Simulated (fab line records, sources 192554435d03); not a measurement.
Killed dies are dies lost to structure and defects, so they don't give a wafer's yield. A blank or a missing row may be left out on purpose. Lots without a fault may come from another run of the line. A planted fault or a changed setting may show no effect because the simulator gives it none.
A struck lot beside a sound one | flow n5_finfet | 15 steps out of a route of 1938
Sound: wafers L945.2, L945.3, L945.6. Struck: wafer L952.4. (L952.1, L952.3 of the same lot were not struck and are left out.) The cause comes at the end.
At each step with rows: each side's tool, then ch and its chambers, then its first start. Under that, the readings that differ: sound wafers | struck wafers | difference of the means | sigmas: that difference in standard deviations of wafers without a fault.
alike: readings whose means differ by less than 2 such deviations, and words and numbers that are the same on both sides. not compared: withheld readings, readings that some wafer has no value for, bounds like >300 that may hide the same value, and numbers for which the record gives no deviation and whose values overlap.
The two part at a step that has a row with sigmas, a row that says differs or no value, or rows on one side only. Numbers that don't overlap but have no deviation are shown without sigmas and don't part them. A reading that every wafer of one side lacks parts them only if that side has two wafers or more.

first, 2 steps without rows for these wafers: N5_STI_FIN_REVEAL_DENSIFY_02 (time 1800 s); N5_STI_FIN_REVEAL_CMP_04 (polishes, stops on Si3N4, t overpolish 4 s, target thk 131.83 nm).
N5_STI_FIN_REVEAL_THK_MEAS_05:
  sound on film_metro-01, day 3 23:07; struck on film_metro-02, day 5 16:38
  alike: thk_nm
N5_STI_FIN_REVEAL_DENSIFY_30:
  sound on rtp_anneal-02 ch 0, day 3 23:10; struck on rtp_anneal-02 ch 0, day 5 16:52
  alike: lamp_power_pct, lamp_zone_5_pct
  not compared: wafer_temp_C_max
N5_STI_FIN_REVEAL_ETCHBACK_08: etches SiO2 in C4F6/O2, target depth 30.5 nm, time 10.167 s.
  sound on rie_diel-05 ch 1,2, day 3 23:21; struck on rie_diel-04 ch 1, day 5 17:05
  reading             | sound          | struck | difference | sigmas
  oes_f_703_au (a.u.) | 0.70 0.67 0.70 | 0.88   | +0.19      | +2
  alike: C4F6_flow_sccm, drypump_motor_current_A, oes_product_au, rf_fwd_power_W, rf_vpp_V, showerhead_plenum_p_Torr, throttle_valve_pct
  not compared: rf_hours_counter_h
N5_STI_FIN_REVEAL_STRIP_24: strips in N2/H2, time 90 s.
  sound on rie_diel-05 ch 1,2, day 3 23:23; struck on rie_diel-04 ch 1, day 5 17:07
  reading               | sound          | struck | difference | sigmas
  oes_product_au (a.u.) | 0.74 0.66 0.74 | 0.89   | +0.18      | +2
  rf_vpp_V (V)          | 46.3 43.6 44.2 | 47.0   | +2.3       | +2
  alike: drypump_motor_current_A, showerhead_plenum_p_Torr, temp_c, throttle_valve_pct
  not compared: rf_hours_counter_h
then, 4 steps without rows for these wafers: N5_STI_FIN_REVEAL_PRECLEAN_25 (cleans in SPM, time 90 s); N5_STI_FIN_REVEAL_PRECLEAN_26 (cleans in SC1, time 45 s); N5_STI_FIN_REVEAL_PRECLEAN_29 (cleans in DHF, time 30 s); N5_STI_FIN_REVEAL_SRD_12 (time 30 s).
N5_STI_FIN_REVEAL_RECESS_09: chemistry HF/NH3, target SiO2, afs cycles 11, target depth 42.5 nm, sublimation time 60 s.
  sound on vapor_etch-01 ch 0,1, day 3 23:36; struck on vapor_etch-01 ch 1, day 5 17:20
  alike: drypump_motor_current_A, temp_c
then, 1 step without rows for these wafers: N5_STI_FIN_REVEAL_STRIP_16 (strips SiNx in H3PO4, target depth 23.8 nm).
N5_STI_FIN_REVEAL_PRECLEAN_17: cleans in NF3:NH3, afs cycles 1, time 20 s, sublimation time 60 s.
  sound on remote_plasma-02 ch 0, day 4 01:31; struck on remote_plasma-02 ch 1, day 5 19:45
  reading    | sound    | struck | difference | sigmas
  time_s (s) | 20 20 20 | 21.121 | +1.121     |
  alike: temp_c
N5_STI_FIN_REVEAL_ETCH_34: etches Si in H2, material Si, target depth 0.97 nm.
  sound on rie_si-02 ch 0,3, day 4 01:41; struck on rie_si-05 ch 3, day 5 19:57
  alike: drypump_motor_current_A, oes_product_au, rf_fwd_power_W, temp_c, throttle_valve_pct
  not compared: rf_hours_counter_h
-- the record jumps here: 5 days lie between the struck wafers' starts before and after (it left off in module STI_FIN_REVEAL and takes up again in module BEOL_M4, whose first step shown is number 1111 of the route) --
N5_BEOL_M4_RC_MEAS_101:
  sound on prober-02 ch 0, day 9 20:25; struck on prober-02 ch 0, day 11 07:26
  reading       | sound          | struck | difference | sigmas
  SS_P (mV/dec) | 74.5 72.5 73.2 | 74.9   | +1.5       | +2
  alike: DIBL_N, DIBL_P, IOFF_N, IOFF_P, ION_N, ION_P, SS_N, VT_N, VT_P

WHERE THEY PART
First at N5_STI_FIN_REVEAL_ETCHBACK_08; last, within this record, at N5_BEOL_M4_RC_MEAS_101.

WHY: what the simulator had put in
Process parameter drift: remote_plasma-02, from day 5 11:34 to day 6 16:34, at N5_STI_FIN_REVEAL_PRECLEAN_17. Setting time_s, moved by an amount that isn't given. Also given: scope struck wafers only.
